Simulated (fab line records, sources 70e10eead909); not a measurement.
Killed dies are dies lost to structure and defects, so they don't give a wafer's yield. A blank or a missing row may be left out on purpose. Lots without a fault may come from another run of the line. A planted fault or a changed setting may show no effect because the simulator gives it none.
fab line records | flow nand_harc
record lots=12 wafers=36 last_day=27
route steps=1159 shown A_CHANNEL_FILL_D1@508 A_STAIRCASE@555 END@1159
lots that met no fault: from a run of the same line without faults
start_h: hours from the record's first day to the start of the lot's first wafer shown | wait_h: hours since the lot's step before | " the same as in the row above | L1.1+2: a row that stands for several wafers | - no value, or no start given | * or withheld: withheld | < > ~ a bound
route shown NAME@n: a module of which the file shows steps, and the number in the route of the first | usual: mean/standard deviation of fault-free wafers | same: alike in all rows | chamber/n: place in a boat | sites: the reading at each site | _std_site: their standard deviation | _edge_site: outer sites' mean less inner sites' | radius_mm: how far each site lies from the wafer's centre | mask NAME#n: copy n | behind: the tool/chamber that last shaped the wafer | hold: why the lot was held/for how many hours/how that ended | device: the transistor (n, p or np) that didn't switch | end of line: the same wafers' tests at the end of the route | a step without rows: its recipe alone | killed: dies lost to structure and defects at the first sort, not the wafer's yield | map: a wafer's dies, x killed, . not, _ none there
set.NAME: the setting as run; set.NAME@STEP: as run at that earlier step | model.NAME: the simulator's own value behind a step, which no gauge read
steps of the route over a sample of lots; a table a step, a row a wafer
services: from which hour (start_h, from the record's first day; less than 0 if before it) a tool's chamber was out of use, for how many hours, and why
## steps
# step NHARC_A_CHANNEL_FILL_D1_ETCHBACK_08
# recipe target_depth_a=2200 time_s=110 c4f8_flow_sccm=20 ar_flow_sccm=withheld rf_w=600 bias_w=300 chemistry=C4F8
# usual oes_product_au=0.96/0.036 rf_vpp_V=442.5/2.7
# columns lot.wafer tool chamber start_h wait_h oes_product_au rf_hours_counter_h rf_vpp_V
L775.4 rie_diel-07 1 - - 0.97 2 442.3
L775.1 " 3 " " 0.96 2 444.2
L775.6 " 1 " " 0.97 - 442.4
L772.1 rie_diel-07 2 - - 0.91 2 445.4
L772.6 " 3 " " 0.92 - 446.3
L772.5 " 0 " " 0.93 - 443.9
L773.1 rie_diel-02 3 - - 0.93 4 438.6
L773.2 " 0 " " 0.99 4 444.0
L773.5 " 3 " " 0.93 - 436.6
L774.1 rie_diel-07 0 - - 0.93 2 443.1
L774.2 " 3 " " 0.93 2 445.1
L774.6 " 0 " " 0.93 - 442.4
L780.1 rie_diel-06 1 - - 1.00 9 444.9
L780.2 " 2 " " 1.02 9 436.8
L780.5 " 2 " " 1.01 - 438.3
L787.2 rie_diel-02 0 - - 0.92 5 445.8
L787.4 " 3 " " 0.94 - 438.7
L787.5 " 0 " " 0.93 - 446.2
L784.3 rie_diel-07 3 - - 0.99 3 448.0
L784.1 " 0 " " 1.00 3 441.4
L784.5 " 2 " " 0.99 - 444.1
L786.2 rie_diel-06 3 - - 0.99 12 442.7
L786.1 " 1 " " 0.99 11 445.2
L786.4 " 2 " " 1.00 11 436.0
L789.4 rie_diel-07 0 - - 1.01 3 442.0
L789.5 " 2 " " 0.93 - 444.4
L789.6 " 3 " " 0.91 - 445.6
L790.2 rie_diel-07 2 - - 0.99 3 442.3
L790.1 " 0 " " 1.01 3 443.4
L790.6 " 3 " " 1.00 - 444.4
L791.2 rie_diel-07 0 - - 0.92 3 442.2
L791.1 " 3 " " 0.92 4 445.0
L791.6 " 1 " " 0.94 - 442.2
L792.1 rie_diel-06 2 - - 1.01 12 437.2
L792.3 " 0 " " 0.99 12 441.8
L792.6 " 1 " " 1.00 - 444.8
# step NHARC_A_STAIRCASE_ETCH_19
# recipe target_depth_a=1000 time_s=40.5 ion_energy_ev=400 c4f8_flow_sccm=20 o2_flow_sccm=10 ar_flow_sccm=withheld rf_w=600 bias_w=1000 chemistry=C4F8/O2
# usual oes_product_au=0.936/0.012 rf_vpp_V=898/5.6 run_length_s=61.8/0.47
# columns lot.wafer tool chamber start_h wait_h oes_product_au rf_hours_counter_h rf_vpp_V run_length_s
L775.1 rie_diel-04 3 - - 0.932 1 905 62.2
L775.6 " 0 " " 0.963 - 891 62.0
L775.4 " 3 " " 0.927 - 905 62.1
L772.1 rie_diel-11 0 - - 0.933 27 906 62.0
L772.6 " 2 " " 0.923 - 889 60.8
L772.5 " 3 " " 0.929 - 897 62.1
L774.1 rie_diel-11 2 - - 0.925 29 888 60.9
L774.2 " 3 " " 0.916 30 898 62.5
L774.6 " 2 " " 0.919 - 889 60.7
L773.1 rie_diel-11 3 - - 0.925 30 899 62.5
L773.2 " 2 " " 0.919 29 888 61.1
L773.5 " 3 " " 0.924 - 901 62.7
L780.1 rie_diel-11 3 - - 0.915 34 898 62.8
L780.2 " 0 " " 0.932 34 905 62.1
L780.5 " 0 " " 0.914 - 904 62.0
L787.2 rie_diel-05 1 - - 0.956 45 893 62.1
L787.4 " 0 " " 0.940 45 897 62.2
L787.5 " 1 " " 0.960 - 893 62.2
L784.1 rie_diel-04 0 - - 0.950 21 891 61.5
L784.3 " 1 " " 0.956 20 899 62.1
L784.5 " 3 " " 0.950 - 904 61.7
L786.4 rie_diel-11 0 - - 0.943 47 904 62.1
L786.1 " 1 " " 0.947 34 900 61.5
L786.2 " 2 " " 0.928 41 888 60.9
L789.4 rie_diel-11 0 - - 0.934 49 904 61.9
L789.6 " 1 " " 0.934 - 899 61.5
L789.5 " 2 " " 0.909 - 888 60.7
L790.2 rie_diel-04 1 - - 0.943 22 897 62.7
L790.1 " 3 " " 0.927 23 903 62.0
L790.6 " 0 " " 0.939 - 892 61.5
L791.1 rie_diel-11 2 - - 0.908 53 889 61.4
L791.2 " 0 " " 0.924 59 905 61.7
L791.6 " 3 " " 0.922 - 900 62.4
L792.3 rie_diel-04 0 - - 0.934 34 889 61.9
L792.1 " 1 " " 0.934 34 898 61.8
L792.6 " 3 " " 0.931 - 903 61.7
# step NHARC_A_STAIRCASE_TRIM_22
# recipe time_s=211.2 o2_flow_sccm=500 ar_flow_sccm=0 bias_w=0 chemistry=O2
# usual drypump_motor_current_A=5.8/0.5 o2_flow_sccm=500.0/1.4 oes_product_au=1.001/0.0088 rf_vpp_V=57.7/0.88 showerhead_plenum_p_Torr=3.55/0.14 throttle_valve_pct=17.037/0.0096
# columns lot.wafer tool chamber start_h wait_h drypump_motor_current_A o2_flow_sccm oes_product_au rf_hours_counter_h rf_vpp_V showerhead_plenum_p_Torr throttle_valve_pct
L775.1 rie_diel-04 1 - - 5.4 499.9 1.010 2 57.9 3.59 17.032
L775.4 " 1 " " 5.4 500.8 0.998 - 58.6 3.59 17.040
L775.6 " 3 " " 5.1 501.0 0.991 - 57.7 3.78 17.059
L772.1 rie_diel-04 2 - - 6.5 499.3 1.010 1 57.9 3.58 17.037
L772.5 " 0 " " 6.4 500.4 1.011 - 58.6 3.41 17.035
L772.6 " 1 " " 5.4 499.5 1.012 - 57.5 3.59 17.029
L774.1 rie_diel-05 1 - - 6.0 499.8 0.996 33 58.1 3.47 17.036
L774.2 " 2 " " 6.5 498.2 0.994 36 57.0 3.67 17.026
L774.6 " 0 " " 5.3 500.9 1.004 - 57.2 3.55 17.054
L773.1 rie_diel-05 3 - - 5.5 502.6 1.008 35 58.3 3.40 17.040
L773.2 " 0 " " 5.3 500.3 1.013 33 56.3 3.55 17.054
L773.5 " 3 " " 5.6 500.4 1.001 - 56.4 3.40 17.045
L780.1 rie_diel-05 0 - - 5.3 502.9 0.997 36 58.4 3.55 17.034
L780.2 " 1 " " 6.1 500.8 1.010 36 58.2 3.47 17.025
L780.5 " 2 " " 6.4 502.1 0.996 - 58.1 3.67 17.025
L787.2 rie_diel-04 0 - - 6.5 500.2 1.011 22 57.0 3.40 17.027
L787.4 " 1 " " 5.4 500.1 1.002 20 58.2 3.58 17.051
L787.5 " 3 " " 5.1 500.2 1.007 - 60.1 3.77 17.034
L784.3 rie_diel-05 3 - - 5.5 500.4 0.992 48 57.4 3.39 17.047
L784.1 " 0 " " 5.3 498.7 0.996 45 57.7 3.54 17.030
L784.5 " 2 " " 6.5 500.6 0.992 - 57.2 3.66 17.045
L786.2 rie_diel-04 2 - - 6.5 499.0 1.009 17 57.3 3.57 17.057
L786.4 " 3 " " 5.1 497.5 0.995 21 59.3 3.77 17.026
L786.1 " 0 " " 6.4 500.6 1.010 22 58.3 3.40 17.054
L789.4 rie_diel-11 1 - - 5.8 500.4 1.014 36 59.2 3.64 17.030
L789.6 " 1 " " 5.8 498.2 1.006 - 57.6 3.64 17.044
L789.5 " 2 " " 5.9 497.6 0.988 - 56.6 3.31 17.035
L790.2 rie_diel-11 2 - - 5.9 498.4 0.974 44 58.9 3.31 17.034
L790.1 " 0 " " 6.1 501.3 0.997 49 56.9 3.78 17.041
L790.6 " 2 " " 5.9 501.0 0.980 - 57.5 3.31 17.035
L791.2 rie_diel-05 2 - - 6.5 499.4 0.997 0 57.6 3.66 17.022
L791.1 " 0 " " 5.3 502.6 0.997 1 57.7 3.54 17.029
L791.6 " 2 " " 6.4 498.6 0.985 - 60.2 3.66 17.046
L792.1 rie_diel-11 2 - - 5.9 501.1 0.985 54 56.7 3.31 17.041
L792.3 " 3 " " 5.3 501.4 0.989 58 59.2 3.58 17.031
L792.6 " 3 " " 5.3 500.7 1.002 - 58.1 3.58 17.040
# step NHARC_A_STAIRCASE_ETCH_27
# recipe target_depth_a=1000 time_s=40.5 ion_energy_ev=400 c4f8_flow_sccm=20 o2_flow_sccm=10 ar_flow_sccm=withheld rf_w=600 bias_w=1000 chemistry=C4F8/O2
# usual oes_product_au=0.937/0.01 rf_vpp_V=897/5.1 run_length_s=61.8/0.41
# columns lot.wafer tool chamber start_h wait_h oes_product_au rf_hours_counter_h rf_vpp_V run_length_s
L775.1 rie_diel-04 1 302.29 - 0.938 2 898 62.7
L775.4 " 0 " " 0.938 - 892 61.6
L775.6 " 1 " " 0.945 - 899 62.2
L772.1 rie_diel-04 0 305.15 - 0.947 4 892 61.7
L772.5 " 2 " " 0.950 - 897 62.0
L772.6 " 3 " " 0.925 - 905 61.9
L774.1 rie_diel-05 1 309.40 - 0.941 33 895 62.8
L774.2 " 0 " " 0.938 34 896 62.0
L774.6 " 2 " " 0.929 - 901 61.6
L773.1 rie_diel-05 3 309.58 - 0.948 36 890 61.8
L773.2 " 1 " " 0.960 34 893 62.1
L773.5 " 3 " " 0.940 - 892 61.7
L780.2 rie_diel-05 1 316.35 - 0.936 37 896 62.0
L780.1 " 3 " " 0.937 39 891 61.7
L780.5 " 1 " " 0.942 - 894 62.1
L787.4 rie_diel-04 0 333.53 - 0.948 22 892 74.6
L787.2 " 2 " " 0.941 17 897 62.0
L787.5 " 0 " " 0.946 - 891 61.5
L784.3 rie_diel-05 0 333.55 - 0.937 46 898 62.0
L784.1 " 1 " " 0.965 46 892 62.1
L784.5 " 2 " " 0.938 - 900 62.3
L786.4 rie_diel-04 1 334.68 - 0.933 21 898 75.5
L786.1 " 2 " " 0.935 18 897 61.7
L786.2 " 0 " " 0.932 23 892 61.6
L789.4 rie_diel-11 1 338.28 - 0.928 37 900 61.3
L789.5 " 1 " " 0.937 - 900 61.4
L789.6 " 2 " " 0.913 - 888 61.5
L790.1 rie_diel-11 2 338.96 - 0.924 45 889 60.8
L790.2 " 3 " " 0.924 50 897 62.2
L790.6 " 3 " " 0.927 - 897 62.7
L791.1 rie_diel-05 3 351.88 - 0.945 1 889 61.8
L791.2 " 1 " " 0.946 1 892 62.1
L791.6 " 3 " " 0.947 - 890 61.4
L792.3 rie_diel-11 1 353.07 - 0.953 47 900 61.1
L792.1 " 2 " " 0.919 54 887 60.8
L792.6 " 1 " " 0.947 - 900 61.4
# step NHARC_END_SORT_01
# recipe temp_c=25
# usual killed_at_array=29/11 killed_at_other=0.5/0.85 killed_at_periphery=3.0/2.3 killed_dies=33/12 killed_open=3.3/1.9 killed_short=2.0/1.5
# same gross_dies=677
# columns lot.wafer tool chamber start_h wait_h hold killed_at_array killed_at_other killed_at_periphery killed_dies killed_open killed_short
L786.1 prober-01 0 618.65 2.5 await_dispo/1.6h/release 36 0 4 40 3 4
L786.2 prober-01 0 619.46 2.8 await_dispo/1.6h/release 39 1 4 44 2 1
L786.4 prober-01 0 621.07 3.4 await_dispo/1.6h/release 677 0 0 677 3 1
L787.2 prober-01 0 627.32 2.8 await_dispo/3.7h/release 39 0 3 42 6 0
L787.4 prober-01 0 628.94 3.4 await_dispo/3.7h/release 671 0 6 677 3 3
L787.5 prober-01 0 629.75 3.8 await_dispo/3.7h/release 26 0 3 29 3 2
# killed by level:class
L786.1 A_SLIT:chamber_film_flake=19 A_CHANNEL_HOLE_D1:chamber_film_flake=6 A_M0:chamber_film_flake=3 A_CHANNEL_HOLE_D1:geometric_particle:short=2 A_CONTACT:geometric_particle:open=2 P_STI:chamber_film_flake=2 P_M1:geometric_particle:short=1 A_CHANNEL_FILL_D1:geometric_particle:open=1
L786.2 A_SLIT:chamber_film_flake=24 A_CHANNEL_HOLE_D1:chamber_film_flake=8 A_CONTACT:chamber_film_flake=3 P_M0:geometric_particle:open=2 A_STAIRCASE:chamber_film_flake=2 A_M0:chamber_film_flake=2 P_CONTACT:geometric_particle:short=1 P_STI:chamber_film_flake=1
L786.4 A_STAIRCASE:area_etch=634 A_SLIT:chamber_film_flake=22 A_CHANNEL_HOLE_D1:chamber_film_flake=7 A_M0:chamber_film_flake=5 A_STAIRCASE:chamber_film_flake=2 A_CONTACT:chamber_film_flake=2 A_CHANNEL_HOLE_D1:geometric_particle:open=1 A_WL_FILL:geometric_particle:open=1
L787.2 A_CHANNEL_HOLE_D1:chamber_film_flake=20 A_CONTACT:chamber_film_flake=10 A_CONTACT:geometric_particle:open=4 P_GATE:chamber_film_flake=2 A_STAIRCASE:chamber_film_flake=2 A_ONON_D1:geometric_particle:open=1 A_M0:geometric_particle:open=1 P_STI:chamber_film_flake=1
L787.4 A_STAIRCASE:area_etch=628 A_CHANNEL_HOLE_D1:chamber_film_flake=24 A_STAIRCASE:chamber_film_flake=6 A_CONTACT:chamber_film_flake=6 P_CONTACT:chamber_film_flake=2 A_CHANNEL_FILL_D1:chamber_film_flake=2 P_CONTACT:geometric_particle:short=1 P_M0:geometric_particle:short=1
L787.5 A_CHANNEL_HOLE_D1:chamber_film_flake=16 A_CONTACT:chamber_film_flake=4 P_ZERO_WELL:chamber_film_flake=2 A_SOURCE_PLATE:geometric_particle:short=1 A_WL_FILL:geometric_particle:short=1 A_BLC:geometric_particle:open=1 A_M0:geometric_particle:open=1 A_M1:geometric_particle:open=1
## services
# columns tool chamber start_h hours kind
rie_diel-11 0 272.01 - clean
rie_diel-11 1 272.01 - clean
rie_diel-11 2 272.01 - clean
rie_diel-11 3 272.01 - clean
rie_diel-04 - 289.00 9.0 pm
rie_diel-02 2 292.86 5.9 repair
rie_diel-02 1 295.29 27.3 repair
rie_diel-11 0 296.68 - clean
rie_diel-11 1 296.68 - clean
rie_diel-11 2 296.68 - clean
rie_diel-11 3 296.68 - clean
rie_diel-07 0 302.16 15.4 repair
rie_diel-05 1 303.01 3.9 repair
rie_diel-07 1 306.29 3.3 repair
rie_diel-11 1 307.64 8.5 repair
rie_diel-11 0 321.24 - clean
rie_diel-11 1 321.24 - clean
rie_diel-11 2 321.24 - clean
rie_diel-11 3 321.24 - clean
rie_diel-02 - 327.70 9.0 pm
rie_diel-05 - 341.18 9.0 pm
rie_diel-06 1 344.83 11.4 repair
rie_diel-11 0 345.77 - clean
rie_diel-07 2 349.73 2.7 repair
## key
first_sign step=NHARC_A_STAIRCASE_ETCH_27 reading=run_length_s direction=up sigmas=32 usual=* struck=*
effect step=NHARC_END_SORT_01 reading=killed_at_array direction=up sigmas=60 usual=29 struck=674
more_kills_born_at NHARC_A_STAIRCASE_ETCH_27@rie_diel-04=1262
met_at NHARC_A_STAIRCASE_ETCH_27
struck_lots L786,L787
struck_wafers L786.4,L787.4
later_rows_left_out L786.4,L787.4
tester_left_out L786,L787
not_acting_at NHARC_A_CHANNEL_FILL_D1_ETCHBACK_08,NHARC_A_STAIRCASE_ETCH_19,NHARC_A_STAIRCASE_TRIM_22
onset_between 305.15 333.53
fault kind=process_parameter_drift tool=rie_diel-04 chamber=- onset_h=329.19 steps=NHARC_A_STAIRCASE_ETCH_27 channel=time_s offset=* shape=step end_h=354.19 scope=struck_wafers_only acts_in=* stated=*
# tester_left_out: of these lots the tester's yield and bins aren't shown, on N5 and GAA mostly nor the transistor test; their killed dies are dies lost to structure and defects alone, not to doping, threshold or leakage, so they don't give the yield
# later_rows_left_out: the simulator's readings of these wafers behind a module that went badly wrong aren't trusted and aren't shown, but for the sort
